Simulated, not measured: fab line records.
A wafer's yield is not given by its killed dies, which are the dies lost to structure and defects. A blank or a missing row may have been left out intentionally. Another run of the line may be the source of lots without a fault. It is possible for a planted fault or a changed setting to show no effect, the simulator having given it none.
Chamber matching | flow n5_finfet | cmp-02 running N5_ILD0_CMP_07: 4 sister chambers
The step polishes SiO2 flowable, stops on poly-Si, t overpolish 1.18 s, target thk 138.88 nm. 4 wafers are shown with their chamber, then 6 later ones without.

WAFERS PAIRED WITH THEIR CHAMBERS
wafer  | chamber | motor_current_A (A)
L082.3 | 2       | 13.8
L085.1 | 1       | 12.8
L085.2 | 0       | 13.5
L091.1 | 3       | 15.8

WAFERS WITH NO CHAMBER GIVEN
wafer  | motor_current_A (A)
L092.1 | 14.9
L092.3 | 12.4
L092.4 | 14.0
L093.1 | 13.4
L093.4 | 14.3
L097.1 | 13.5

EACH ONE'S CHAMBER
wafer  | from the rows above          | in truth
L092.1 | can't be placed: 3 or 2 or 0 | 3
L092.3 | can't be placed: 1 or 0      | 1
L092.4 | can't be placed: 2 or 0      | 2
L093.1 | can't be placed: 0 or 2 or 1 | 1
L093.4 | can't be placed: 2 or 0      | 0
L097.1 | can't be placed: 0 or 2 or 1 | 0
Correct placement for 0 of the 6. Not placeable from these rows: 6 (in 6, the candidates include the true chamber). 0 placed wrongly.
How it was worked out, from the rows above alone: a wafer's distance from a chamber is the root of the sum, over the readings, of the square of ((its reading less the chamber's mean) divided by the reading's scatter). If the next closest chamber is less than 2 further off than the closest, the wafer can't be placed; otherwise it belongs to the closest. A chamber's mean is the mean of its shown wafers. The scatter (one wafer shown for each chamber): square how far every hidden wafer sits from the nearest shown wafer, average those squares and take the square root.
